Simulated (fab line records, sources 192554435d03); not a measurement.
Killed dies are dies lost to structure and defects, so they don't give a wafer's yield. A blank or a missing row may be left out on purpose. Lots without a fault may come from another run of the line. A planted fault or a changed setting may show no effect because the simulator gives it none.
Chamber matching -- flow n5-finfet -- 4 sister chambers for N5_BEOL_M7_ETCH_66 on rie-diel-03
The step etches SOC in N2/H2, target depth 80 nm, overetch 16 nm, time 120 s. 16 wafers are shown with their chamber, then 8 later ones without.

== WAFERS PAIRED WITH THEIR CHAMBERS ==
wafer,chamber,showerhead-plenum-p-Torr (Torr),throttle-valve-pct (%),drypump-motor-current-A (A)
L075.2,0,2.43,18.15,5.5
L075.5,2,2.50,18.29,5.7
L075.6,1,2.60,17.68,5.3
L079.2,1,2.59,17.70,5.2
L079.3,2,2.50,18.29,5.7
L079.4,3,2.61,17.62,5.7
L081.3,2,2.50,18.28,5.7
L081.5,2,2.50,18.28,5.7
L081.6,3,2.61,17.61,5.7
L082.1,3,2.61,17.63,5.7
L082.3,0,2.43,18.20,5.5
L082.5,3,2.61,17.63,5.7
L084.2,0,2.42,18.19,5.5
L084.5,3,2.61,17.61,5.7
L084.6,1,2.59,17.71,5.2
L087.1,0,2.41,18.23,5.5

SIGNATURES (means of the wafers above)
reading,chamber 0,chamber 1,chamber 2,chamber 3,scatter within a chamber
showerhead-plenum-p-Torr,2.4225,2.5933,2.5000,2.6100,0.00534
throttle-valve-pct,18.1925,17.6967,18.2850,17.6200,0.0188
drypump-motor-current-A,5.500,5.233,5.700,5.700,0.0236
Rule: for each reading, subtract the chamber's mean from the wafer's reading, divide by that reading's scatter and square the result; add these up over the readings and take the root, which gives the wafer's distance from the chamber. The wafer belongs to the nearest chamber; if the next one is less than 2 further off, it can't be placed. The scatter: the root of (the sum of the squares of (reading less its chamber's mean) over the shown wafers, divided by (wafers less chambers)).

== WAFERS WITHOUT THEIR CHAMBER ==
wafer,showerhead-plenum-p-Torr (Torr),throttle-valve-pct (%),drypump-motor-current-A (A)
L087.2,2.60,17.66,5.7
L087.5,2.41,18.24,5.5
L093.3,2.60,17.68,5.7
L093.4,2.60,17.67,5.7
L093.6,2.49,17.84,5.7
L095.3,2.49,17.86,5.7
L095.5,2.49,17.85,5.7
L095.6,2.59,17.69,5.7

== WHICH CHAMBER EACH WENT THROUGH ==
wafer,from the rows above,in truth
L087.2,3,3
L087.5,0,0
L093.3,3,3
L093.4,3,3
L093.6,can't be placed: 2 or 0 or 3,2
L095.3,can't be placed: 2 or 0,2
L095.5,can't be placed: 2 or 0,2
L095.6,3,3
Correct placement for 5 of the 8. Not placeable from these rows: 3 (in 3, the candidates include the true chamber). Number placed wrongly: 0.
